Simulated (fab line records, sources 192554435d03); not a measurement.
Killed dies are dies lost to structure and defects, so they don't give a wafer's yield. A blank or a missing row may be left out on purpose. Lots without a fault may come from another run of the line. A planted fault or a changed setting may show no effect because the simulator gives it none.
One fault seen from 2 desks | flow n5_finfet | each desk has only its own numbers; what lay behind them comes last

THE TOOL OWNER'S DESK: rie_diel-04
The tool's own readings at N5_BEOL_M9_TRENCH_ETCH_37 (etches SiCOH lowk in C4F6/O2, target depth 151.43 nm, time 49 s): means of the sampled wafers that have a number, for each lot that ran on this tool. A lot is out of limits, marked OUT, if its mean lies more than 4 standard deviations from the usual mean; the brackets give that distance. Of its 8 readings 7 are shown: the one that was out of limits first, and those that lie furthest out on some lot.
Columns: A = drypump_motor_current_A at N5_BEOL_M9_TRENCH_ETCH_37, usual 5.6 A; B = oes_f_703_au at N5_BEOL_M9_TRENCH_ETCH_37, usual 0.76 a.u.; C = oes_o_777_au at N5_BEOL_M9_TRENCH_ETCH_37, usual 0.76 a.u.; D = oes_product_au at N5_BEOL_M9_TRENCH_ETCH_37, usual 0.76 a.u.; E = rf_fwd_power_W at N5_BEOL_M9_TRENCH_ETCH_37, usual 341.5 W; F = rf_vpp_V at N5_BEOL_M9_TRENCH_ETCH_37, usual 665 V; G = throttle_valve_pct at N5_BEOL_M9_TRENCH_ETCH_37, usual 20.98 %
lot  | first seen here | A   | B               | C    | D    | E               | F              | G
L803 | day 12 21:19    | 6.3 | 0.80            | 0.80 | 0.81 | 341.1           | 678            | 20.92
L802 | day 12 21:45    | 5.9 | 0.74            | 0.73 | 0.73 | 341.1           | 666            | 21.15
L810 | day 14 17:03    | 5.7 | 1.11 (+4.0) OUT | 1.07 | 0.91 | 424.9 (+60) OUT | 591 (-5.3) OUT | 20.92
L813 | day 15 00:07    | 6.1 | 1.02            | 0.98 | 0.82 | 423.8 (+59) OUT | 598 (-4.8) OUT | 21.01
This desk's finding: out of limits on L810, L813; first on L810, day 14 17:03 (oes_f_703_au at N5_BEOL_M9_TRENCH_ETCH_37). In limits: L803, L802.

THE METROLOGY DESK
What the gauges read, lot by lot, whatever tool the lot ran on: means of the sampled wafers that have a number. A lot is out of limits, marked OUT, if its mean lies more than 4 standard deviations from the usual mean; the brackets give that distance.
Columns: A = cd_nm at N5_BEOL_M9_CD_MEAS_18, usual 69.5 nm; B = trench_depth_nm at N5_BEOL_M9_OCD_MEAS_38, usual 150 nm; C = M9_THK at N5_BEOL_M9_THK_MEAS_53, usual 138 nm; D = M9_RS at N5_BEOL_M9_RS_MEAS_57, usual 0.153 ohm/sq
lot  | first seen here | A    | B   | C   | D
L793 | day 10 01:48    | 68.9 | 147 | 135 | 0.157
L795 | day 10 08:32    | 70.0 | 150 | 137 | 0.153
L797 | day 11 08:12    | 69.5 | 149 | 136 | 0.155
L800 | day 12 03:20    | 69.8 | 151 | 140 | 0.151
L803 | day 12 18:25    | 70.0 | 154 | 140 | 0.150
L802 | day 12 18:58    | 69.6 | 153 | 142 | 0.149
L810 | day 14 14:35    | 69.7 | 164 | 152 | 0.138
L813 | day 14 19:17    | 69.6 | 164 | 151 | 0.137
L812 | day 15 11:40    | 68.7 | 150 | 138 | 0.152
This desk's finding: nothing out of limits on any of the 9 lots.

PUT TOGETHER
The tool owner's desk could have raised an alarm at day 14 17:03, on L810, L813.
The metrology desk saw nothing out of limits.
The metrology desk has L810, L813 on record, within its limits.
Of the lots named, all ran N5_BEOL_M9_TRENCH_ETCH_37 on rie_diel-04.

WHAT THE SIMULATOR HAD PUT IN
Process parameter drift: rie_diel-04, from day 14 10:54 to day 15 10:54, at N5_BEOL_M9_TRENCH_ETCH_37. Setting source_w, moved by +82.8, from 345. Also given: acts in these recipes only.
Lots struck among those shown: L810, L813.
Hours from the fault's start to each desk's first reading out of limits: the tool owner's desk, 6.
